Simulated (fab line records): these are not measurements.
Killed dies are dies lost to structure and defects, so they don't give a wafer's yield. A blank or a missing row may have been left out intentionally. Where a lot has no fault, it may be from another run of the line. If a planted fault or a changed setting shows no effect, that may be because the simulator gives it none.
Which of the tools did it? + flow n5-finfet + 22 lots with 66 wafers sampled at 6 steps, on a route of 1938 steps

== WHAT THE GAUGES READ, wafer by wafer ==
The record lacks any reading of a measuring or inspecting step that a usual standard deviation could be used to judge.

== TOOL THAT RAN EACH LOT (tool first, then ch and the chambers of the sampled wafers, then the start) ==
| lot  | N5_FIN_CUT_CUT_ETCH_26            | N5_STI_FIN_REVEAL_ALD_14         | N5_STI_FIN_REVEAL_CMP_04     | N5_DUMMY_GATE_ETCH_36             | N5_DUMMY_GATE_STRIP_41            | N5_SPACER0_ALD_00                |
|------|-----------------------------------|----------------------------------|------------------------------|-----------------------------------|-----------------------------------|----------------------------------|
| L074 | rie-diel-06 ch 0,2,3, day 2 02:22 | ald-sin-02 ch 0,1,3, day 2 02:56 | cmp-02 ch 0,1,3, day 2 08:00 | rie-diel-06 ch 0,1,3, day 2 20:31 | rie-diel-02 ch 0,1,2, day 2 21:02 | ald-sin-03 ch 1,2,3, day 2 21:58 |
| L075 | rie-diel-05 ch 1,2, day 2 08:29   | ald-sin-02 ch 0,1, day 2 09:02   | cmp-01 ch 2,3, day 2 14:05   | rie-diel-05 ch 1,2,3, day 3 02:43 | rie-diel-06 ch 0,3, day 3 03:08   | ald-sin-03 ch 0,3, day 3 04:08   |
| L076 | rie-diel-05 ch 0,1,3, day 2 14:45 | ald-sin-01 ch 0,1,2, day 2 15:19 | cmp-03 ch 1,2,3, day 2 20:57 | rie-diel-05 ch 1,2,3, day 3 10:20 | rie-diel-05 ch 1,3, day 3 10:53   | ald-sin-02 ch 0,1,2, day 3 11:51 |
| L078 | rie-diel-06 ch 1,2,3, day 3 03:58 | ald-sin-04 ch 0,3, day 3 05:06   | cmp-01 ch 0,1,3, day 3 10:13 | rie-diel-06 ch 0,2,3, day 3 23:11 | rie-diel-05 ch 0,1,3, day 3 23:39 | ald-sin-02 ch 1,2, day 4 00:54   |
| L079 | rie-diel-06 ch 0,2,3, day 3 09:22 | ald-sin-04 ch 0,2,3, day 3 09:55 | cmp-01 ch 0,1,3, day 3 14:58 | rie-diel-06 ch 0,1,2, day 4 03:37 | rie-diel-05 ch 0,2,3, day 4 03:58 | ald-sin-02 ch 0,1,2, day 4 04:51 |
| L080 | rie-diel-05 ch 1,2, day 3 16:36   | ald-sin-01 ch 0,2,3, day 3 17:11 | cmp-01 ch 1,2, day 3 22:14   | rie-diel-05 ch 0,2,3, day 4 10:38 | rie-diel-06 ch 0,1, day 4 11:08   | ald-sin-04 ch 0,2, day 4 12:14   |
| L081 | rie-diel-05 ch 1,2, day 3 21:43   | ald-sin-01 ch 0,2,3, day 3 22:22 | cmp-02 ch 0,1,3, day 4 03:29 | rie-diel-06 ch 0,3, day 4 15:58   | rie-diel-02 ch 1,2,3, day 4 16:23 | ald-sin-02 ch 0,2,3, day 4 17:56 |
| L082 | rie-diel-02 ch 0,1,2, day 4 02:41 | ald-sin-04 ch 0,3, day 4 03:14   | cmp-03 ch 1,2,3, day 4 08:17 | rie-diel-06 ch 1,2, day 4 21:13   | rie-diel-02 ch 0,1,2, day 4 21:35 | ald-sin-03 ch 0,1,2, day 4 22:28 |
| L083 | rie-diel-06 ch 0,1, day 4 10:34   | ald-sin-04 ch 1,2, day 4 11:52   | cmp-01 ch 0,1, day 4 16:55   | rie-diel-02 ch 1,2,3, day 5 05:54 | rie-diel-06 ch 0,1, day 5 06:23   | ald-sin-02 ch 0,3, day 5 07:16   |
| L084 | rie-diel-02 ch 0,1, day 4 15:49   | ald-sin-04 ch 1,2, day 4 16:23   | cmp-01 ch 0,1, day 4 21:25   | rie-diel-05 ch 1,2, day 5 10:35   | rie-diel-02 ch 0,2, day 5 11:01   | ald-sin-04 ch 0,3, day 5 12:01   |
| L085 | rie-diel-02 ch 0,2, day 4 23:29   | ald-sin-02 ch 0,3, day 5 01:53   | cmp-01 ch 1,2, day 5 06:55   | rie-diel-02 ch 0,1,3, day 5 19:56 | rie-diel-02 ch 0,2,3, day 5 20:18 | ald-sin-03 ch 0,1, day 5 21:10   |
| L086 | rie-diel-02 ch 0,2,3, day 5 05:22 | ald-sin-04 ch 0,1, day 5 06:00   | cmp-02 ch 1,2,3, day 5 11:04 | rie-diel-02 ch 0,2, day 5 23:34   | rie-diel-02 ch 0,1, day 5 23:56   | ald-sin-04 ch 0,1,3, day 6 00:49 |
| L087 | rie-diel-06 ch 1,2, day 5 09:10   | ald-sin-04 ch 2,3, day 5 11:18   | cmp-01 ch 0,3, day 5 16:20   | rie-diel-02 ch 0,1,2, day 6 04:39 | rie-diel-02 ch 1,3, day 6 05:01   | ald-sin-02 ch 0,3, day 6 05:59   |
| L088 | rie-diel-02 ch 1,2,3, day 5 16:45 | ald-sin-04 ch 0,1, day 5 18:01   | cmp-01 ch 1,2,3, day 5 23:08 | rie-diel-02 ch 0,1,2, day 6 11:26 | rie-diel-02 ch 0,2, day 6 11:59   | ald-sin-04 ch 1,2,3, day 6 12:56 |
| L089 | rie-diel-06 ch 0,2,3, day 5 21:50 | ald-sin-02 ch 0,1,3, day 5 22:41 | cmp-03 ch 0,1,2, day 6 03:44 | rie-diel-02 ch 1,2,3, day 6 17:52 | rie-diel-02 ch 0,2,3, day 6 18:14 | ald-sin-02 ch 0,1,2, day 6 19:07 |
| L090 | rie-diel-05 ch 0,1,2, day 6 03:53 | ald-sin-02 ch 0,1,3, day 6 04:29 | cmp-02 ch 0,1,2, day 6 09:31 | rie-diel-06 ch 0,2,3, day 7 02:15 | rie-diel-06 ch 1,2,3, day 7 02:37 | ald-sin-03 ch 0,1,3, day 7 03:30 |
| L091 | rie-diel-02 ch 2,3, day 6 10:19   | ald-sin-04 ch 0,1,2, day 6 11:25 | cmp-01 ch 0,2, day 6 16:28   | rie-diel-05 ch 0,2,3, day 7 09:09 | rie-diel-05 ch 2,3, day 7 09:55   | ald-sin-02 ch 1,2,3, day 7 11:12 |
| L092 | rie-diel-06 ch 0,1,2, day 6 14:33 | ald-sin-01 ch 1,2,3, day 6 15:07 | cmp-03 ch 0,2,3, day 6 20:12 | rie-diel-02 ch 0,1,3, day 7 10:04 | rie-diel-02 ch 0,1,2, day 7 10:26 | ald-sin-03 ch 0,1,2, day 7 11:47 |
| L093 | rie-diel-05 ch 0,2,3, day 6 20:19 | ald-sin-01 ch 0,1,3, day 6 21:32 | cmp-03 ch 1,3, day 7 02:34   | rie-diel-05 ch 1,3, day 7 20:23   | rie-diel-02 ch 1,2, day 7 20:45   | ald-sin-04 ch 0,1,3, day 7 21:38 |
| L094 | rie-diel-05 ch 1,2, day 7 02:38   | ald-sin-04 ch 1,3, day 7 03:12   | cmp-01 ch 2,3, day 7 08:14   | rie-diel-05 ch 1,2,3, day 7 23:12 | rie-diel-06 ch 0,1,2, day 7 23:34 | ald-sin-03 ch 0,1,3, day 8 00:28 |
| L096 | rie-diel-02 ch 1,2, day 7 15:33   | ald-sin-01 ch 2,3, day 7 16:07   | cmp-02 ch 1,2,3, day 7 21:14 | rie-diel-06 ch 0,2, day 8 09:38   | rie-diel-02 ch 0,1,2, day 8 09:59 | ald-sin-03 ch 2,3, day 8 11:53   |
| L097 | rie-diel-02 ch 1,2, day 7 22:10   | ald-sin-04 ch 0,3, day 7 22:43   | cmp-02 ch 0,2,3, day 8 03:51 | rie-diel-05 ch 0,1, day 8 18:19   | rie-diel-05 ch 2,3, day 8 18:50   | ald-sin-03 ch 0,1,3, day 8 20:56 |
- N5_FIN_CUT_CUT_ETCH_26: etches SiNx in CH3F/O2, target depth 39 nm, time 55.7 s.
- N5_STI_FIN_REVEAL_ALD_14: deposits Si3N4, target thk 3 nm.
- N5_STI_FIN_REVEAL_CMP_04: polishes, stops on Si3N4, t overpolish 4 s, target thk 131.83 nm.
- N5_DUMMY_GATE_ETCH_36: etches SiARC in CF4, target depth 13 nm.
- N5_DUMMY_GATE_STRIP_41: strips in O2.
- N5_SPACER0_ALD_00: deposits SiOCN, target thk 3.5 nm, pulse time 3 s, purge time 2 s.

== AS READ BY THE TOOLS THEMSELVES (means over the sampled wafers that have a number; for cases with no such wafer, the mark the record gives instead) ==
N5_FIN_CUT_CUT_ETCH_26.
| lot  | tool        | drypump-motor-current-A (A) | oes-product-au (a.u.) | rf-vpp-V (V) | showerhead-plenum-p-Torr (Torr) | throttle-valve-pct (%) |
|------|-------------|-----------------------------|-----------------------|--------------|---------------------------------|------------------------|
| L074 | rie-diel-06 | 5.6                         | 0.78                  | 295.0        | 1.98                            | 16.42                  |
| L075 | rie-diel-05 | 5.7                         | 0.73                  | 295.7        | 2.04                            | 16.30                  |
| L076 | rie-diel-05 | 5.7                         | 0.72                  | 295.7        | 1.99                            | 16.51                  |
| L078 | rie-diel-06 | 5.7                         | 0.76                  | 296.7        | 1.89                            | 16.54                  |
| L079 | rie-diel-06 | 5.6                         | 0.77                  | 295.6        | 1.98                            | 16.43                  |
| L080 | rie-diel-05 | 5.7                         | 0.72                  | 295.5        | 2.04                            | 16.32                  |
| L081 | rie-diel-05 | 5.5                         | 0.71                  | 293.0        | 2.00                            | 16.50                  |
| L082 | rie-diel-02 | 5.8                         | 0.79                  | 297.2        | 2.04                            | 16.38                  |
| L083 | rie-diel-06 | 5.9                         | 0.81                  | 299.1        | 1.94                            | 16.57                  |
| L084 | rie-diel-02 | 6.0                         | 0.79                  | 297.5        | 2.09                            | 16.52                  |
| L085 | rie-diel-02 | 5.5                         | 0.78                  | 296.7        | 1.98                            | 16.27                  |
| L086 | rie-diel-02 | 5.5                         | 0.76                  | 298.2        | 2.00                            | 16.34                  |
| L087 | rie-diel-06 | 5.9                         | 0.77                  | 296.2        | 1.88                            | 16.69                  |
| L088 | rie-diel-02 | 5.8                         | 0.79                  | 299.1        | 2.02                            | 16.42                  |
| L089 | rie-diel-06 | 5.6                         | 0.74                  | 295.7        | 1.97                            | 16.46                  |
| L090 | rie-diel-05 | 5.8                         | 0.80                  | 295.5        | 2.01                            | 16.27                  |
| L091 | rie-diel-02 | 5.5                         | 0.79                  | 297.2        | 1.96                            | 16.29                  |
| L092 | rie-diel-06 | 5.8                         | 0.78                  | 295.6        | 1.96                            | 16.59                  |
| L093 | rie-diel-05 | 5.9                         | 0.81                  | 296.8        | 2.02                            | 16.24                  |
| L094 | rie-diel-05 | 5.7                         | 0.78                  | 294.8        | 2.03                            | 16.21                  |
| L096 | rie-diel-02 | 5.8                         | 0.79                  | 297.0        | 1.99                            | 16.38                  |
| L097 | rie-diel-02 | 6.0                         | 0.79                  | 297.1        | 2.04                            | 16.53                  |

N5_STI_FIN_REVEAL_ALD_14.
| lot  | tool       | heater-power-outer-w (W) | heater-power-w (W) |
|------|------------|--------------------------|--------------------|
| L074 | ald-sin-02 | 538                      | 848                |
| L075 | ald-sin-02 | 472                      | 766                |
| L076 | ald-sin-01 | 587                      | 944                |
| L078 | ald-sin-04 | 505                      | 879                |
| L079 | ald-sin-04 | 544                      | 927                |
| L080 | ald-sin-01 | 575                      | 917                |
| L081 | ald-sin-01 | 587                      | 934                |
| L082 | ald-sin-04 | 499                      | 882                |
| L083 | ald-sin-04 | 467                      | 811                |
| L084 | ald-sin-04 | 533                      | 889                |
| L085 | ald-sin-02 | 575                      | 891                |
| L086 | ald-sin-04 | 432                      | 756                |
| L087 | ald-sin-04 | 577                      | 978                |
| L088 | ald-sin-04 | 446                      | 777                |
| L089 | ald-sin-02 | 541                      | 847                |
| L090 | ald-sin-02 | 539                      | 849                |
| L091 | ald-sin-04 | 494                      | 839                |
| L092 | ald-sin-01 | 600                      | 993                |
| L093 | ald-sin-01 | 526                      | 878                |
| L094 | ald-sin-04 | 462                      | 812                |
| L096 | ald-sin-01 | 578                      | 963                |
| L097 | ald-sin-04 | 548                      | 924                |

N5_STI_FIN_REVEAL_CMP_04.
| lot  | tool   | edge-zone-pressure-frac | motor-current-A (A) | overpolish-run-s (s) | pad-life-wafers | time-to-endpoint-s (s) |
|------|--------|-------------------------|---------------------|----------------------|-----------------|------------------------|
| L074 | cmp-02 | 1.004                   | 7.6                 | 4.003                | 482             | 100                    |
| L075 | cmp-01 | 0.995                   | 7.7                 | 3.996                | 270             | 100                    |
| L076 | cmp-03 | 1.002                   | 9.0                 | 4.001                | 1328            | 104                    |
| L078 | cmp-01 | 1.002                   | 8.1                 | 3.991                | 428             | 98                     |
| L079 | cmp-01 | 0.999                   | 8.2                 | 4.005                | 469             | 98                     |
| L080 | cmp-01 | 1.002                   | 7.9                 | 4.000                | 534             | 97                     |
| L081 | cmp-02 | 0.997                   | 7.7                 | 3.997                | 836             | 105                    |
| L082 | cmp-03 | 0.999                   | 9.1                 | 3.996                | 1568            | 107                    |
| L083 | cmp-01 | 0.999                   | 7.8                 | 3.995                | 678             | 100                    |
| L084 | cmp-01 | 1.001                   | 7.7                 | 3.995                | 714             | 100                    |
| L085 | cmp-01 | 0.995                   | 7.9                 | 4.006                | 792             | 102                    |
| L086 | cmp-02 | 0.997                   | 7.5                 | 4.004                | 1088            | 109                    |
| L087 | cmp-01 | 1.002                   | 8.1                 | 4.004                | 872             | 103                    |
| L088 | cmp-01 | 1.001                   | 8.1                 | 4.003                | 926             | 107                    |
| L089 | cmp-03 | 0.998                   | 7.9                 | 4.001                | 1849            | 105                    |
| L090 | cmp-02 | 0.994                   | 7.4                 | 3.992                | 1243            | 106                    |
| L091 | cmp-01 | 0.998                   | 7.6                 | 4.004                | 1045            | 106                    |
| L092 | cmp-03 | 0.999                   | 9.0                 | 3.996                | 1958            | 105                    |
| L093 | cmp-03 | 1.001                   | 8.6                 | 3.995                | 2017            | 109                    |
| L094 | cmp-01 | 0.999                   | 8.1                 | 3.997                | 1164            | 111                    |
| L096 | cmp-02 | 1.004                   | 7.9                 | 3.997                | 1550            | 104                    |
| L097 | cmp-02 | 1.004                   | 7.2                 | 3.999                | 1604            | 109                    |

N5_DUMMY_GATE_ETCH_36.
| lot  | tool        | drypump-motor-current-A (A) | oes-product-au (a.u.) | rf-vpp-V (V) | showerhead-plenum-p-Torr (Torr) | throttle-valve-pct (%) |
|------|-------------|-----------------------------|-----------------------|--------------|---------------------------------|------------------------|
| L074 | rie-diel-06 | 5.6                         | 0.79                  | 182.6        | 2.10                            | 15.71                  |
| L075 | rie-diel-05 | 5.6                         | 0.71                  | 183.6        | 2.15                            | 15.72                  |
| L076 | rie-diel-05 | 5.6                         | 0.71                  | 183.8        | 2.15                            | 15.72                  |
| L078 | rie-diel-06 | 5.6                         | 0.76                  | 183.0        | 2.12                            | 15.71                  |
| L079 | rie-diel-06 | 5.9                         | 0.80                  | 183.6        | 2.10                            | 15.82                  |
| L080 | rie-diel-05 | 5.9                         | 0.72                  | 183.5        | 2.16                            | 15.61                  |
| L081 | rie-diel-06 | 5.4                         | 0.74                  | 182.9        | 2.11                            | 15.64                  |
| L082 | rie-diel-06 | 5.9                         | 0.78                  | 182.5        | 2.02                            | 15.96                  |
| L083 | rie-diel-02 | 5.8                         | 0.80                  | 184.5        | 2.16                            | 15.68                  |
| L084 | rie-diel-05 | 5.5                         | 0.88                  | 184.1        | 2.14                            | 15.47                  |
| L085 | rie-diel-02 | 5.7                         | 0.76                  | 184.9        | 2.20                            | 15.75                  |
| L086 | rie-diel-02 | 5.4                         | 0.74                  | 184.8        | 2.16                            | 15.58                  |
| L087 | rie-diel-02 | 5.7                         | 0.77                  | 184.8        | 2.17                            | 15.68                  |
| L088 | rie-diel-02 | 5.7                         | 0.77                  | 184.4        | 2.17                            | 15.66                  |
| L089 | rie-diel-02 | 5.8                         | 0.79                  | 183.8        | 2.15                            | 15.70                  |
| L090 | rie-diel-06 | 5.6                         | 0.75                  | 183.8        | 2.11                            | 15.75                  |
| L091 | rie-diel-05 | 5.9                         | 0.81                  | 184.4        | 2.16                            | 15.48                  |
| L092 | rie-diel-02 | 5.7                         | 0.75                  | 185.7        | 2.20                            | 15.77                  |
| L093 | rie-diel-05 | 5.5                         | 0.93                  | 183.9        | 2.11                            | 15.42                  |
| L094 | rie-diel-05 | 5.6                         | 0.85                  | 184.0        | 2.14                            | 15.46                  |
| L096 | rie-diel-06 | 5.8                         | 0.78                  | 184.2        | 2.18                            | 15.75                  |
| L097 | rie-diel-05 | 5.8                         | 0.79                  | 184.4        | 2.13                            | 15.60                  |

N5_DUMMY_GATE_STRIP_41.
| lot  | tool        | drypump-motor-current-A (A) | oes-product-au (a.u.) | rf-vpp-V (V) | showerhead-plenum-p-Torr (Torr) | temp-c (C) | throttle-valve-pct (%) |
|------|-------------|-----------------------------|-----------------------|--------------|---------------------------------|------------|------------------------|
| L074 | rie-diel-02 | 5.7                         | 0.80                  | 3.5          | 2.14                            | 39.97      | 16.69                  |
| L075 | rie-diel-06 | 5.4                         | 0.75                  | 3.3          | 2.06                            | 40.12      | 16.59                  |
| L076 | rie-diel-05 | 5.5                         | 0.68                  | 3.4          | 2.06                            | 39.96      | 16.84                  |
| L078 | rie-diel-05 | 5.7                         | 0.71                  | 2.8          | 2.07                            | 40.09      | 16.78                  |
| L079 | rie-diel-05 | 5.9                         | 0.72                  | 3.1          | 2.11                            | 40.00      | 16.62                  |
| L080 | rie-diel-06 | 5.8                         | 0.81                  | 3.7          | 2.04                            | 39.99      | 16.93                  |
| L081 | rie-diel-02 | 5.8                         | 0.80                  | 3.4          | 2.12                            | 40.07      | 16.73                  |
| L082 | rie-diel-02 | 5.7                         | 0.78                  | 4.2          | 2.14                            | 40.04      | 16.72                  |
| L083 | rie-diel-06 | 5.8                         | 0.81                  | 3.3          | 2.12                            | 40.07      | 16.79                  |
| L084 | rie-diel-02 | 5.4                         | 0.78                  | 3.0          | 2.07                            | 39.89      | 16.58                  |
| L085 | rie-diel-02 | 5.5                         | 0.76                  | 3.2          | 2.10                            | 40.00      | 16.65                  |
| L086 | rie-diel-02 | 6.0                         | 0.78                  | 3.4          | 2.20                            | 40.17      | 16.87                  |
| L087 | rie-diel-02 | 5.8                         | 0.79                  | 3.8          | 2.14                            | 39.94      | 16.83                  |
| L088 | rie-diel-02 | 5.4                         | 0.74                  | 3.7          | 2.11                            | 39.93      | 16.64                  |
| L089 | rie-diel-02 | 5.5                         | 0.76                  | 4.1          | 2.09                            | 40.11      | 16.67                  |
| L090 | rie-diel-06 | 5.7                         | 0.73                  | 4.3          | 1.98                            | 39.97      | 16.93                  |
| L091 | rie-diel-05 | 5.7                         | 0.89                  | 3.4          | 2.09                            | 40.10      | 16.43                  |
| L092 | rie-diel-02 | 5.7                         | 0.76                  | 4.1          | 2.13                            | 40.04      | 16.75                  |
| L093 | rie-diel-02 | 5.8                         | 0.79                  | 4.2          | 2.09                            | 39.89      | 16.70                  |
| L094 | rie-diel-06 | 5.9                         | 0.77                  | 3.4          | 2.05                            | 40.13      | 16.93                  |
| L096 | rie-diel-02 | 5.7                         | 0.76                  | 3.3          | 2.13                            | 40.12      | 16.77                  |
| L097 | rie-diel-05 | 5.7                         | 0.86                  | 3.4          | 2.09                            | 39.94      | 16.44                  |

N5_SPACER0_ALD_00.
| lot  | tool       | heater-power-outer-w (W) | heater-power-w (W) | precursor-pulse-height-rel |
|------|------------|--------------------------|--------------------|----------------------------|
| L074 | ald-sin-03 | 522                      | 827                | 1.008                      |
| L075 | ald-sin-03 | 561                      | 877                | 1.001                      |
| L076 | ald-sin-02 | 478                      | 773                | 0.993                      |
| L078 | ald-sin-02 | 445                      | 743                | 1.015                      |
| L079 | ald-sin-02 | 477                      | 774                | 1.008                      |
| L080 | ald-sin-04 | 508                      | 877                | 0.999                      |
| L081 | ald-sin-02 | 542                      | 856                | 0.984                      |
| L082 | ald-sin-03 | 532                      | 845                | 1.005                      |
| L083 | ald-sin-02 | 604                      | 924                | 1.000                      |
| L084 | ald-sin-04 | 510                      | 871                | 0.998                      |
| L085 | ald-sin-03 | 551                      | 861                | 1.012                      |
| L086 | ald-sin-04 | 476                      | 830                | 1.011                      |
| L087 | ald-sin-02 | 602                      | 926                | 0.996                      |
| L088 | ald-sin-04 | 525                      | 895                | 1.006                      |
| L089 | ald-sin-02 | 474                      | 777                | 0.998                      |
| L090 | ald-sin-03 | 528                      | 828                | 0.992                      |
| L091 | ald-sin-02 | 511                      | 819                | 0.991                      |
| L092 | ald-sin-03 | 543                      | 851                | 0.990                      |
| L093 | ald-sin-04 | 487                      | 835                | 0.984                      |
| L094 | ald-sin-03 | 531                      | 842                | 1.001                      |
| L096 | ald-sin-03 | 540                      | 869                | 1.012                      |
| L097 | ald-sin-03 | 534                      | 834                | 0.994                      |

== THE ANSWER, worked out from the rows above alone ==
Rule: what is usual is taken from the lots themselves. Put in order of their means at a reading, lots are off if they are a third of the lots or fewer, leave a main group of 4 or more, and stand apart from it by a gap of 3 or more times the standard deviation of the main group's means; of several such gaps the widest counts. The tables above print the reading to a certain number of digits; a main group whose means all agree to those digits is not used. Also off: a lot with no number at a reading for which 4 or more lots have one. The other lots that the step has rows for count as sound. The gauges are gone through in route order, then the tools' own readings, and for those a lot's mean is taken as printed above. At the first step where some lot is off, the reading lying furthest off is the one used; lots without a number count as furthest.
Across all readings shown, no lot is off: no conclusion can be drawn from this.

== WHAT THE SIMULATOR HAD PUT IN ==
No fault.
